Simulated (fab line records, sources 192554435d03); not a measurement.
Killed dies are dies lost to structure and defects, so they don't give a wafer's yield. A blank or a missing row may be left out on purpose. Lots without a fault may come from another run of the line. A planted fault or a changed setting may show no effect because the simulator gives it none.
Chamber matching | flow n5_finfet | N5_BEOL_M0_SAQP_ETCH_106 on rie_diel-04: 4 sister chambers
The step etches SOC in N2/H2, stops on SiNx, target depth 150 nm. 20 wafers are shown with their chamber, then 10 later ones without.

WAFERS WITH THEIR CHAMBER
wafer  | chamber | showerhead_plenum_p_Torr (Torr) | oes_product_au (a.u.) | throttle_valve_pct (%)
L078.1 | 2       | 2.41                            | 0.70                  | 17.64
L078.4 | 3       | 2.44                            | 0.80                  | 17.86
L078.6 | 3       | 2.44                            | 0.79                  | 17.87
L080.1 | 1       | 2.58                            | 0.88                  | 17.79
L080.3 | 3       | 2.44                            | 0.79                  | 17.87
L080.4 | 0       | 2.49                            | 0.93                  | 17.62
L083.1 | 2       | 2.41                            | 0.69                  | 17.69
L083.2 | 3       | 2.44                            | 0.79                  | 17.90
L083.5 | 0       | 2.49                            | 0.93                  | 17.62
L088.1 | 0       | 2.48                            | 0.91                  | 17.64
L088.2 | 3       | 2.44                            | 0.78                  | 17.89
L088.5 | 1       | 2.58                            | 0.86                  | 17.81
L089.1 | 2       | 2.40                            | 0.68                  | 17.69
L089.2 | 1       | 2.58                            | 0.86                  | 17.83
L089.4 | 3       | 2.44                            | 0.78                  | 17.91
L090.1 | 0       | 2.48                            | 0.90                  | 17.66
L090.4 | 2       | 2.40                            | 0.68                  | 17.70
L090.6 | 3       | 2.44                            | 0.78                  | 17.90
L091.1 | 2       | 2.40                            | 0.68                  | 17.70
L091.2 | 0       | 2.48                            | 0.90                  | 17.65

SIGNATURES (means of the wafers above)
reading                  | chamber 0 | chamber 1 | chamber 2 | chamber 3 | scatter within a chamber
showerhead_plenum_p_Torr | 2.4840    | 2.5800    | 2.4040    | 2.4400    | 0.00387
oes_product_au           | 0.9140    | 0.8667    | 0.6860    | 0.7871    | 0.0108
throttle_valve_pct       | 17.6380   | 17.8100   | 17.6840   | 17.8857   | 0.0206
Rule: a wafer's distance from a chamber is the root of the sum, over the readings, of the square of ((its reading less the chamber's mean) divided by the reading's scatter). The wafer belongs to the nearest chamber; if the next one is less than 2 further off, it can't be placed. The scatter: the root of (the sum of the squares of (reading less its chamber's mean) over the shown wafers, divided by (wafers less chambers)).

WAFERS WITHOUT THEIR CHAMBER
wafer  | showerhead_plenum_p_Torr (Torr) | oes_product_au (a.u.) | throttle_valve_pct (%)
L091.4 | 2.57                            | 0.85                  | 17.82
L094.3 | 2.48                            | 0.89                  | 17.67
L094.4 | 2.40                            | 0.68                  | 17.71
L094.5 | 2.43                            | 0.76                  | 17.93
L095.1 | 2.43                            | 0.76                  | 17.93
L095.3 | 2.48                            | 0.88                  | 17.70
L095.4 | 2.40                            | 0.68                  | 17.72
L096.1 | 2.43                            | 0.76                  | 17.93
L096.3 | 2.57                            | 0.83                  | 17.84
L096.4 | 2.40                            | 0.67                  | 17.72

WHICH CHAMBER EACH WENT THROUGH
wafer  | from the rows above | in truth
L091.4 | 1                   | 1
L094.3 | 0                   | 0
L094.4 | 2                   | 2
L094.5 | 3                   | 3
L095.1 | 3                   | 3
L095.3 | 0                   | 0
L095.4 | 2                   | 2
L096.1 | 3                   | 3
L096.3 | 1                   | 1
L096.4 | 2                   | 2
Placed correctly: 10 of 10. Can't be placed from these rows: 0. Placed wrongly: 0.
